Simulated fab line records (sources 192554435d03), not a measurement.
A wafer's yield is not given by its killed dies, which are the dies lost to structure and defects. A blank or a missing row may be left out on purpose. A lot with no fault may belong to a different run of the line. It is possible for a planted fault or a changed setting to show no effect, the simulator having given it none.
fab line records | flow n5_finfet
record: lots: 10 wafers: 30 last_day: 20
route steps=1938 shown BEOL_M5@1181 TV_LITHO@1883 TV_OPEN@1887 PASSIVATION@1908
lots with no fault: from the same line, run without faults
start_h: start of the lot's first displayed wafer, in hours after the record's first day | wait_h: how many hours have passed since the lot's step before this one | " as in the row above | L1.1+2: a row that stands for several wafers | - no value, or no start given | * or withheld: withheld | < > ~ a bound
route shown NAME@n: NAME is a module with steps in the file, n the number in the route of the first one | usual: mean/standard deviation taken from wafers without a fault | same: alike in all rows | chamber/n: place in a boat | sites: readings site by site | _std_site: standard deviation across them | _edge_site: outer sites' mean less inner sites' | radius_mm: for every site, how far away it sits from the centre of the wafer | mask NAME#n: copy n | behind: the most recent tool/chamber to have shaped the wafer | hold: cause of the lot's hold/its duration in hours/its outcome | device: which transistor (n, p or np) failed to switch | end of line: at the end of the route, the tests of the same wafers | a step given without rows: its recipe and nothing more | killed: dies that structure and defects cost at the first sort, which is not the same as the wafer's yield | map: the dies of a wafer, with x for killed, . for not killed, _ for no die there
set.NAME: the setting as run; set.NAME@STEP: as run at that earlier step | model.NAME: the simulator's own value behind a step, which no gauge read
the route's steps for a sample of lots (tables are steps, rows are wafers)
services: from which hour (start_h, from the record's first day; less than 0 if before it) a tool's chamber was out of use, for how many hours, and why
== steps ==
step: N5_BEOL_M5_SPUTTER_88
recipe: material: Cu target_thk_a: 150 temp_c: -20 chamber_pressure_pa: 0.07 power_w: withheld time_s: 27.62
usual: throttle_valve_pct: 30.1/1.2
columns lot.wafer tool chamber start_h wait_h throttle_valve_pct
L302.2 pvd_sputter-01 - 181.34 0.5 28.3
L302.4 " - " " 30.7
L302.6 " - " " 31.5
L304.2 pvd_sputter-02 - 192.77 0.5 30.7
L304.3 " - " " 29.8
L304.4 " - " " 28.4
L305.2 pvd_sputter-03 - 199.73 0.5 29.1
L305.4 " - " " 30.6
L305.5 " - " " 28.9
L308.1 pvd_sputter-02 - 208.43 0.5 31.4
L308.3 " - " " 28.2
L308.4 " - " " 30.6
L310.1 pvd_sputter-02 - 225.08 0.5 28.1
L310.3 " - " " 31.5
L310.5 " - " " 27.9
L311.3 pvd_sputter-01 - 227.84 0.5 31.4
L311.4 " - " " 28.3
L311.5 " - " " 28.1
L315.1 pvd_sputter-02 - 297.00 0.5 30.8
L315.2 " - " " 29.8
L315.5 " - " " 28.3
L314.1 pvd_sputter-02 - 312.28 0.5 27.9
L314.5 " - " " 30.6
L314.6 " - " " 29.9
L324.1 pvd_sputter-03 - 325.12 0.5 30.2
L324.5 " - " " 30.3
L324.6 " - " " 29.6
L320.1 pvd_sputter-01 - 345.85 0.5 31.1
L320.3 " - " " 28.2
L320.5 " - " " 31.0
step: N5_PASSIVATION_CD_MEAS_10
recipe: target_cd_nm: 3000 landing_energy_ev: 500 detector: se_inlens
usual: cd_nm: 3000.0/2.4
columns lot.wafer tool chamber start_h wait_h cd_nm
L302.2 cd_sem-03 0 251.49 - 2998.3
L302.4 " 0 " " 3001.6
L302.6 " 0 " " 2999.4
L304.2 cd_sem-01 0 262.89 - 2993.8
L304.3 " 0 " " 2995.9
L304.4 " 0 " " 2995.5
L305.2 cd_sem-02 0 271.88 - 3003.3
L305.4 " 0 " " 3003.7
L305.5 " 0 " " 3002.4
L308.1 cd_sem-01 0 275.49 - 3004.9
L308.3 " 0 " " 3004.0
L308.4 " 0 " " 3002.4
L310.1 cd_sem-01 0 296.93 - 2997.5
L310.3 " 0 " " 2998.4
L310.5 " 0 " " 2997.5
L311.3 cd_sem-02 0 297.94 - 2997.4
L311.4 " 0 " " 2999.8
L311.5 " 0 " " 2998.5
L315.1 cd_sem-02 0 402.66 - 2999.6
L315.2 " 0 " " 3002.2
L315.5 " 0 " " 2999.6
L314.1 cd_sem-02 0 403.51 - 2999.8
L314.5 " 0 " " 3002.1
L314.6 " 0 " " 2999.9
L324.1 cd_sem-03 0 431.50 - 2996.7
L324.5 " 0 " " 2996.2
L324.6 " 0 " " 2997.7
L320.1 cd_sem-02 0 459.15 - 3000.9
L320.3 " 0 " " 3005.3
L320.5 " 0 " " 3003.0
step: N5_PASSIVATION_PASS_ETCH_74
recipe: chemistry: CF4/O2 target: SiNx target_depth_a: 2200 time_s: 110 ion_energy_ev: 100 pressure_mtorr: 40 source_w: 535 bias_w: 49 Ar_flow_sccm: 100 cf4_flow_sccm: 100 O2_flow_sccm: 10
usual: O2_flow_sccm: 10.000/0.029 drypump_motor_current_A: 5.9/0.41 oes_product_au: 0.81/0.097 rf_fwd_power_W: 532.3/1.9 rf_vpp_V: 239/3.4 showerhead_plenum_p_Torr: 2.19/0.062 throttle_valve_pct: 15.93/0.21
columns lot.wafer tool chamber start_h wait_h O2_flow_sccm drypump_motor_current_A oes_product_au rf_fwd_power_W rf_hours_counter_h rf_vpp_V showerhead_plenum_p_Torr throttle_valve_pct
L302.2 rie_diel-03 1 251.64 0.0 10.003 5.2 0.88 534.6 30 236 2.25 15.99
L302.4 " 0 " " 9.995 5.5 0.72 534.5 - 238 2.11 16.32
L302.6 " 1 " " 10.047 5.2 0.88 534.7 - 237 2.25 16.00
L304.2 rie_diel-03 0 263.05 0.0 9.980 5.5 0.71 531.9 206 236 2.10 16.35
L304.3 " 1 " " 9.944 5.2 0.87 533.8 35 237 2.25 16.01
L304.4 " 2 " " 9.988 5.7 0.96 532.0 3 244 2.18 15.97
L305.2 rie_diel-02 3 272.03 0.0 9.982 5.5 0.82 529.1 56 238 2.33 15.85
L305.4 " 1 " " 10.005 6.4 0.70 534.3 214 241 2.18 15.93
L305.5 " 1 " " 9.972 6.4 0.70 533.6 - 242 2.18 15.93
L308.1 rie_diel-04 0 275.64 0.0 9.977 5.5 0.69 529.4 228 239 2.17 16.13
L308.3 " 3 " " 9.985 6.1 0.86 528.0 70 235 2.14 15.77
L308.4 " 1 " " 9.971 5.4 0.78 533.8 116 232 2.12 16.08
L310.1 rie_diel-02 3 297.08 0.0 9.980 5.5 0.82 529.0 63 239 2.32 15.86
L310.3 " 1 " " 9.970 6.4 0.70 532.3 221 242 2.18 15.93
L310.5 " 3 " " 9.951 5.5 0.82 530.6 - 240 2.32 15.86
L311.3 rie_diel-02 1 298.27 0.0 10.020 6.4 0.69 529.5 222 241 2.18 15.94
L311.4 " 0 " " 10.019 6.3 0.70 533.0 220 242 2.17 16.08
L311.5 " 3 " " 10.026 5.5 0.81 532.5 - 239 2.33 15.88
L315.1 rie_diel-03 0 403.13 0.0 9.969 5.5 0.68 529.9 247 238 2.09 16.42
L315.2 " 3 " " 10.039 5.7 0.82 533.5 64 237 2.24 15.93
L315.5 " 1 " " 10.014 5.2 0.86 534.4 - 236 2.24 16.03
L314.1 rie_diel-02 1 403.81 0.0 10.017 6.4 0.67 535.1 250 241 2.17 16.00
L314.5 " 3 " " 9.977 5.5 0.78 535.9 - 241 2.32 15.93
L314.6 " 0 " " 10.006 6.3 0.68 530.6 - 242 2.16 16.14
L324.1 rie_diel-02 3 431.65 0.0 10.015 5.5 0.77 532.1 102 238 2.31 15.94
L324.5 " 1 " " 10.009 6.4 1.00 532.5 - 241 2.17 15.51
L324.6 " 2 " " 10.016 6.4 0.76 531.7 - 239 2.21 15.84
L320.1 rie_diel-02 1 459.47 0.1 9.989 6.4 0.93 533.8 14 242 2.17 15.52
L320.3 " 0 " " 10.048 6.3 0.98 528.8 - 239 2.16 15.68
L320.5 " 1 " " 9.970 6.4 0.95 534.7 - 242 2.17 15.52
step: N5_PASSIVATION_DESCUM_32
recipe: chemistry: O2 time_s: 7.9 source_power_w: 50 bias_power_w: 20 pressure_mtorr: 20 rf_frequency_hz: 2.712e+07 temp_c: 40 o2_flow_sccm: 225
usual: drypump_motor_current_A: 5.7/0.5 oes_product_au: 0.82/0.074 rf_fwd_power_W: 49.65/0.18 rf_vpp_V: 243.1/1.4 showerhead_plenum_p_Torr: 2.09/0.064 throttle_valve_pct: 20.37/0.23
columns lot.wafer tool chamber start_h wait_h drypump_motor_current_A oes_product_au rf_fwd_power_W rf_hours_counter_h rf_vpp_V showerhead_plenum_p_Torr throttle_valve_pct
L302.2 rie_diel-01 2 253.52 0.4 5.4 0.82 49.70 80 241.5 2.04 20.57
L302.4 " 3 " " 6.1 0.76 49.50 134 242.7 2.08 20.59
L302.6 " 1 " " 6.0 0.80 49.57 - 244.5 2.11 20.24
L304.2 rie_diel-06 0 266.26 0.0 5.5 0.80 49.48 101 242.7 2.12 20.18
L304.3 " 2 " " 4.6 0.78 49.43 122 242.8 2.12 20.75
L304.4 " 3 " " 5.6 0.94 49.74 8 244.5 2.06 20.23
L305.2 rie_diel-05 1 273.63 0.0 5.8 0.66 49.48 248 240.1 1.98 20.82
L305.4 " 0 " " 5.7 0.96 49.72 4 243.7 2.06 20.30
L305.5 " 1 " " 5.8 0.66 49.56 - 239.5 1.98 20.79
L308.1 rie_diel-06 1 278.54 0.0 5.3 0.69 49.77 246 241.2 1.96 20.42
L308.3 " 3 " " 5.6 0.94 49.71 13 242.7 2.05 20.26
L308.4 " 0 " " 5.5 0.81 49.49 104 244.2 2.12 20.19
L310.1 rie_diel-06 0 298.79 0.0 5.4 0.80 49.42 110 244.5 2.12 20.19
L310.3 " 3 " " 5.6 0.91 49.55 18 241.6 2.05 20.25
L310.5 " 0 " " 5.5 0.81 49.51 - 243.6 2.11 20.19
L311.3 rie_diel-05 0 300.36 0.0 5.7 0.92 49.82 13 242.8 2.06 20.33
L311.4 " 1 " " 5.8 1.02 49.49 0 246.7 2.25 20.39
L311.5 " 3 " " 6.6 0.83 49.92 - 241.2 2.05 20.11
L315.1 rie_diel-05 2 404.67 0.1 6.1 0.84 49.87 77 242.3 2.12 20.22
L315.2 " 1 " " 5.8 0.91 49.23 33 243.1 2.24 20.44
L315.5 " 0 " " 5.6 0.86 49.67 - 241.6 2.05 20.37
L314.1 rie_diel-06 3 405.44 0.0 5.6 0.87 49.43 44 243.2 2.04 20.30
L314.5 " 1 " " 5.3 0.92 49.86 - 244.9 2.21 20.09
L314.6 " 2 " " 4.6 0.74 49.42 - 244.8 2.10 20.83
L324.1 rie_diel-05 3 433.74 0.3 6.6 0.79 49.78 96 241.4 2.03 20.15
L324.5 " 2 " " 6.1 0.83 50.09 - 243.8 2.11 20.24
L324.6 " 3 " " 6.6 0.79 49.99 - 242.7 2.03 20.15
L320.1 rie_diel-05 3 463.49 0.3 6.6 0.78 49.79 106 241.4 2.03 20.19
L320.3 " 1 " " 5.8 0.86 49.69 54 244.2 2.23 20.47
L320.5 " 2 " " 6.1 0.82 49.34 - 243.2 2.11 20.25
step: N5_PASSIVATION_PROBE_49
usual: defect_limited_yield: 91.2/1.4 killed_at_M0_to_M3: 36/10 killed_at_M4_up: 13/5.1 killed_at_contacts: 12/5.4 killed_at_front_end: 39/11 killed_at_other: 3.5/2.4 killed_dies: 104/17 killed_on_rim: 14/3.8 killed_open: 67/13 killed_short: 36/8.3 sort_bin_5_function: 5.2/0.98 sort_bin_6_memory: 3.3/0.68 sort_n_pass: 1076/17 sort_yield_pct: 91.2/1.4
same: gross_dies: 1180 killed_at_back_side: 0 sort_bin_4_leakage[%]: 0 sort_bin_8_speed[%]: 0
columns lot.wafer tool chamber start_h wait_h defect_limited_yield[%] killed_at_M0_to_M3 killed_at_M4_up killed_at_contacts killed_at_front_end killed_at_other killed_dies killed_on_rim killed_open killed_short sort_bin_5_function[%] sort_bin_6_memory[%] sort_n_pass sort_yield_pct[%]
L308.1 prober-01 - 283.69 0.0 93.3 34 16 5 22 2 79 13 52 26 4.7 1.7 1101 93.3
L308.3 prober-01 - 283.79 0.1 89.4 43 12 6 58 6 125 17 76 49 5.7 4.5 1055 89.4
L310.1 prober-01 - 303.72 0.0 89.7 52 9 12 41 8 122 16 58 64 5.8 4.0 1058 89.7
L310.3 prober-01 - 303.82 0.1 89.0 54 13 5 51 7 130 13 89 41 7.0 3.7 1050 89.0
L310.5 prober-01 - 303.92 0.2 90.2 57 11 12 33 3 116 13 65 51 5.7 3.6 1064 90.2
L315.1 prober-02 - 410.47 0.9 88.8 46 7 11 64 4 132 18 81 46 6.0 4.4 1048 88.8
L315.2 prober-02 - 410.52 0.9 90.3 35 14 17 46 3 115 23 73 42 6.2 3.2 1065 90.3
L315.5 prober-02 - 410.67 1.1 84.0 50 85 14 38 2 189 34 72 40 10.7 3.5 991 84.0
L314.1 prober-01 - 410.48 0.2 85.6 27 101 8 34 0 170 25 65 21 9.1 3.8 1010 85.6
L314.5 prober-01 - 410.68 0.4 91.5 30 15 17 35 3 100 10 65 35 4.5 3.7 1080 91.5
L314.6 prober-01 - 410.73 0.5 90.3 40 14 9 49 3 115 14 70 42 6.3 3.2 1065 90.3
killed by level:class
L308.1 BEOL_M4:geometric_particle:open=12 BEOL_M0_SAQP:geometric_particle:short=10 FIN_SAQP:geometric_particle:open=7 BEOL_M0_SAQP:geometric_particle:open=7 BEOL_M0:geometric_particle:open=5 BEOL_M1:geometric_particle:open=5 MOL_CONTACT_COAG:geometric_particle:open=4 STARTING-WAFER:geometric_particle:open=4
L308.3 FIN_SAQP:geometric_particle:short=17 FIN_SAQP:geometric_particle:open=13 BEOL_M0_SAQP:geometric_particle:short=11 STI_FIN_REVEAL:geometric_particle:open=10 BEOL_M3:geometric_particle:open=9 BEOL_M0_SAQP:geometric_particle:open=9 BEOL_M3:geometric_particle:short=5 PAD_METAL:geometric_particle:open=5
L310.1 BEOL_M0_SAQP:geometric_particle:short=23 FIN_SAQP:geometric_particle:short=9 MOL_CONTACT_COAG:geometric_particle:open=9 BEOL_M0_SAQP:geometric_particle:open=8 FIN_SAQP:geometric_particle:open=6 STI_FIN_REVEAL:geometric_particle:open=6 BEOL_M4:geometric_particle:open=6 GATE_CUT:geometric_particle:short=5
L310.3 FIN_SAQP:geometric_particle:open=20 BEOL_M3:geometric_particle:open=13 BEOL_M0_SAQP:geometric_particle:open=12 BEOL_M0_SAQP:geometric_particle:short=9 FIN_SAQP:geometric_particle:short=8 BEOL_M1:geometric_particle:open=7 BEOL_M2:geometric_particle:open=5 BEOL_M3:geometric_particle:short=5
L310.5 BEOL_M0_SAQP:geometric_particle:open=18 BEOL_M0_SAQP:geometric_particle:short=18 MOL_CONTACT_COAG:geometric_particle:open=8 FIN_SAQP:geometric_particle:short=7 BEOL_M2:geometric_particle:open=7 BEOL_M1:geometric_particle:open=6 STARTING-WAFER:geometric_particle:short=6 FIN_SAQP:geometric_particle:open=4
L315.1 STI_FIN_REVEAL:geometric_particle:open=12 BEOL_M0_SAQP:geometric_particle:open=11 FIN_SAQP:geometric_particle:open=10 FIN_SAQP:geometric_particle:short=9 MOL_CONTACT_COAG:geometric_particle:open=9 BEOL_M0_SAQP:geometric_particle:short=7 DUMMY_GATE:geometric_particle:open=6 STI_FIN_REVEAL:geometric_particle:short=5
L314.1 BEOL_M5:unspecified=83 BEOL_M2:geometric_particle:open=12 BEOL_M4:geometric_particle:open=8 STI_FIN_REVEAL:geometric_particle:open=7 MOL_CONTACT_COAG:geometric_particle:open=6 GATE_CUT:geometric_particle:short=5 FIN_SAQP:geometric_particle:open=4 DUMMY_GATE:geometric_particle:open=4
L315.2 STI_FIN_REVEAL:geometric_particle:open=13 MOL_CONTACT_COAG:geometric_particle:open=13 BEOL_M0_SAQP:geometric_particle:short=11 BEOL_M0_SAQP:geometric_particle:open=7 GATE_CUT:geometric_particle:short=5 BEOL_M4:geometric_particle:open=5 BEOL_M2:geometric_particle:short=5 BEOL_M3:geometric_particle:open=5
L315.5 BEOL_M5:unspecified=75 BEOL_M0_SAQP:geometric_particle:short=12 BEOL_M0_SAQP:geometric_particle:open=12 FIN_SAQP:geometric_particle:open=10 MOL_CONTACT_COAG:geometric_particle:open=9 BEOL_M2:geometric_particle:open=9 BEOL_M3:geometric_particle:open=6 BEOL_M1:geometric_particle:open=5
L314.5 MOL_CONTACT_COAG:geometric_particle:open=12 BEOL_M2:geometric_particle:open=9 DUMMY_GATE:geometric_particle:open=7 BEOL_M0_SAQP:geometric_particle:open=7 BEOL_M0_SAQP:geometric_particle:short=6 DUMMY_GATE:geometric_particle:short=5 MOL_CONTACT_COAG:geometric_particle:short=5 BEOL_M5:geometric_particle:open=5
L314.6 BEOL_M0_SAQP:geometric_particle:short=13 BEOL_M0_SAQP:geometric_particle:open=9 BEOL_M2:geometric_particle:open=9 FIN_SAQP:geometric_particle:open=7 MOL_CONTACT_COAG:geometric_particle:open=7 BEOL_M5:geometric_particle:open=6 DUMMY_GATE:geometric_particle:open=5 GATE_CUT:geometric_particle:short=5
== services ==
columns tool chamber start_h hours kind
rie_diel-02 1 157.61 19.4 repair
rie_diel-04 - 165.30 1.5 repair
rie_diel-06 1 168.38 3.6 repair
rie_diel-03 3 204.86 4.9 repair
rie_diel-03 2 206.36 7.5 repair
rie_diel-05 3 276.08 2.3 repair
rie_diel-04 - 291.47 14.6 pm
rie_diel-06 3 293.23 2.9 repair
rie_diel-03 1 298.37 98.2 repair
rie_diel-06 2 303.16 1.3 repair
pvd_sputter-01 - 303.96 11.5 repair
rie_diel-01 2 315.19 3.4 repair
rie_diel-01 0 316.28 5.0 repair
rie_diel-05 2 351.67 2.7 repair
rie_diel-01 2 362.38 15.4 repair
rie_diel-06 3 370.26 15.6 repair
rie_diel-01 - 378.99 1.1 repair
pvd_sputter-02 - 408.76 24.6 repair
rie_diel-04 3 414.67 47.5 repair
rie_diel-04 2 425.05 4.3 repair
rie_diel-02 3 439.20 20.9 repair
rie_diel-04 0 447.67 6.0 repair
pvd_sputter-03 - 455.83 3.1 repair
rie_diel-02 2 459.19 4.1 repair
== key ==
first_sign: step: N5_PASSIVATION_PROBE_49 reading: killed_at_M4_up direction: up sigmas: 16 usual: 13 struck: 93
effect: step: N5_PASSIVATION_PROBE_49 reading: killed_dies direction: up sigmas: 4.4 usual: 104 struck: 180
more_kills_born_at: N5_BEOL_M5_SPUTTER_88@pvd_sputter-02: 158
met_at N5_BEOL_M5_SPUTTER_88
struck_lots L314,L315
struck_wafers L314.1,L315.5
not_acting_at N5_PASSIVATION_CD_MEAS_10,N5_PASSIVATION_PASS_ETCH_74,N5_PASSIVATION_DESCUM_32
onset_between 225.08 297.00
fault: kind: chamber_particle_source tool: pvd_sputter-02 chamber: - onset_h: 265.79 steps: N5_BEOL_M5_SPUTTER_88 rate_per_visit_cm2: 0.85311 end_h: 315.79 scope: struck_wafers_only
